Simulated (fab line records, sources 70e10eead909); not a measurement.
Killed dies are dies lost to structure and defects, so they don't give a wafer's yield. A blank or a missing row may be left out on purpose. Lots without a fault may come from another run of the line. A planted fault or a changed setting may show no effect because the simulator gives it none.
A struck lot beside a sound one | flow nand_harc | 40 steps out of a route of 1159
Sound: wafers L514.1, L514.3, L514.6. Struck: wafers L533.2, L533.6. (L533.4 of the same lot was not struck and is left out.) The cause comes at the end.
At each step with rows: each side's tool, then ch and its chambers, then its first start. Under that, the readings that differ: sound wafers | struck wafers | difference of the means | sigmas: that difference in standard deviations of wafers without a fault.
alike: readings whose means differ by less than 2 such deviations, and words and numbers that are the same on both sides. not compared: withheld readings, readings that some wafer has no value for, bounds like >300 that may hide the same value, and numbers for which the record gives no deviation and whose values overlap.
The two part at a step that has a row with sigmas, a row that says differs or no value, or rows on one side only. Numbers that don't overlap but have no deviation are shown without sigmas and don't part them. A reading that every wafer of one side lacks parts them only if that side has two wafers or more.

NHARC_P_CONTACT_CD_MEAS_19:
  sound on cd_sem-01, day 5 17:35; struck on cd_sem-03, day 10 15:50
  alike: cd_nm
then, 5 steps without rows for these wafers: NHARC_P_CONTACT_STRIP_28 (strips in O2); NHARC_P_CONTACT_STRIP_29 (strips in post etch residue remover, time 1200 s); NHARC_P_CONTACT_DEGAS_38 (time 60 s); NHARC_P_CONTACT_PRE_CLEAN_39 (time 19.5 s); NHARC_P_CONTACT_PVD_32 (deposits Ti, target thk 5 nm, time 17.7 s).
NHARC_P_CONTACT_ALD_22: deposits TiN, target thk 3 nm, pulse time 1 s, ald cycles 150.
  sound on ald_metal-04 ch 2,3, day 5 18:35; struck on ald_metal-01 ch 0,1, day 10 16:49
  alike: heater_power_w, precursor_pulse_height_rel, susceptor_temp_C
then, 3 steps without rows for these wafers: NHARC_P_CONTACT_CVD_23 (deposits W, target thk 200 nm, time 557 s); NHARC_P_CONTACT_CMP_24 (polishes, t overpolish 30 s, target thk 200 nm); NHARC_P_CONTACT_SRD_26.
NHARC_P_CONTACT_INSPECT_27:
  sound on defect_inspect-02, day 6 00:07; struck on defect_inspect-01, day 10 22:58
  alike: raw_defect_count
NHARC_P_M0_DEP_00: deposits SiOC, target thk 150 nm.
  sound on pecvd-04 ch 0,2, day 6 00:11; struck on pecvd-02 ch 1,2, day 10 23:23
then, 9 steps without rows for these wafers: NHARC_P_M0_DEHYDRATE_01 (time 120 s); NHARC_P_M0_HMDS_02 (time 30 s); NHARC_P_M0_COAT_33 (time 65 s); NHARC_P_M0_COAT_03 (resist thk 90 nm); NHARC_P_M0_SOFTBAKE_04 (time 55 s); NHARC_P_M0_EBR_05; NHARC_P_M0_EXPOSE_06 (exposes mask P M0, target cd 90 nm); NHARC_P_M0_PEB_07 (peb time 65 s); NHARC_P_M0_DEVELOP_08 (develop time 35 s).
NHARC_P_M0_CD_MEAS_09: target cd 90 nm.
  sound on cd_sem-01 ch 0, day 6 00:54; struck on cd_sem-01 ch 0, day 11 00:01
  alike: cd_nm
NHARC_P_M0_OVL_MEAS_10: pitch 180 nm.
  sound on overlay-01, day 6 01:00; struck on overlay-02, day 11 00:07
  alike: overlay_x_nm, overlay_y_nm
NHARC_P_M0_INSPECT_11:
  sound on defect_inspect-02, day 6 01:02; struck on defect_inspect-02, day 11 00:09
  alike: raw_defect_count
NHARC_P_M0_DESCUM_14: chemistry O2, time 3 s.
  sound on rie_diel-12 ch 1,2, day 6 01:06; struck on rie_diel-09 ch 1,3, day 11 00:18
  alike: drypump_motor_current_A, o2_flow_sccm, oes_product_au, rf_vpp_V, showerhead_plenum_p_Torr, throttle_valve_pct
  not compared: rf_hours_counter_h
then, 2 steps without rows for these wafers: NHARC_P_M0_ETCH_34 (etches the open film in N2/H2, target depth 40 nm, overetch 12 nm, time 43.94 s); NHARC_P_M0_ETCH_15 (etches the open film in C4F8/Ar, target depth 150 nm, overetch 15 nm, time 82.5 s).
NHARC_P_M0_CD_MEAS_16:
  sound on cd_sem-01, day 6 01:23; struck on cd_sem-02, day 11 00:35
  alike: cd_nm
then, 3 steps without rows for these wafers: NHARC_P_M0_STRIP_18 (strips in N2/H2); NHARC_P_M0_STRIP_19 (strips in post etch residue remover, time 600 s); NHARC_P_M0_DEGAS_28 (time 60 s).
NHARC_P_M0_PRE_CLEAN_29: time 30 s.
  sound on pvd_sputter-03; struck on pvd_sputter-03
  alike: heater_power_w, susceptor_temp_C
then, 1 step without rows for these wafers: NHARC_P_M0_PVD_20 (deposits TaN, target thk 5 nm, time 8.06 s).
NHARC_P_M0_PVD_21: deposits Cu, target thk 30 nm, time 20.49 s.
  sound on pvd_sputter-03; struck on pvd_sputter-03
  alike: cathode_dc_power_W, throttle_valve_pct
then, 1 step without rows for these wafers: NHARC_P_M0_ECD_22 (material Cu, target thk 400 nm).
NHARC_P_M0_ANNEAL_30: time 90 s.
  sound on rtp_anneal-02 ch 0, day 6 02:47; struck on rtp_anneal-01 ch 0, day 11 01:59
  alike: wafer_temp_C_max
then, 2 steps without rows for these wafers: NHARC_P_M0_CMP_23 (polishes, t overpolish 20 s, target thk 117.53 nm); NHARC_P_M0_SRD_25.
NHARC_P_M0_INSPECT_27:
  sound on defect_inspect-01, day 6 03:36; struck on defect_inspect-02, day 11 02:46
  alike: raw_defect_count
-- the record jumps here: 14 days lie between the struck wafers' starts before and after (it left off in module P_M0 and takes up again in module END, whose first step shown is number 1159 of the route) --
NHARC_END_SORT_01:
  sound on prober-01 ch 0, day 20 08:37; struck on prober-02 ch 0, day 24 18:23
  reading                  | sound          | struck    | difference | sigmas
  defect_limited_yield (%) | 96.9 95.9 96.9 | 0 0       | -97        | -74
  killed_at_periphery      | 5 5 0          | 649 648   | +645       | +99 or more
  killed_dies              | 21 28 21       | 677 677   | +654       | +73
  sort_bin_2_pct (%)       | 0.9 0.7 0.7    | 96.5 96.6 | +95.8      | +99 or more
  sort_n_pass              | 656 649 656    | 0 0       | -654       | -73
  sort_rim_yield_pct (%)   | 98 97 95       | 0 0       | -97        | -31
  sort_yield_pct (%)       | 96.9 95.9 96.9 | 0 0       | -97        | -74
  alike: killed_at_array, killed_at_other, killed_open, killed_short, sort_bin_3_pct, sort_bin_4_pct

WHERE THEY PART
Only at NHARC_END_SORT_01, within this record.

WHY: what the simulator had put in
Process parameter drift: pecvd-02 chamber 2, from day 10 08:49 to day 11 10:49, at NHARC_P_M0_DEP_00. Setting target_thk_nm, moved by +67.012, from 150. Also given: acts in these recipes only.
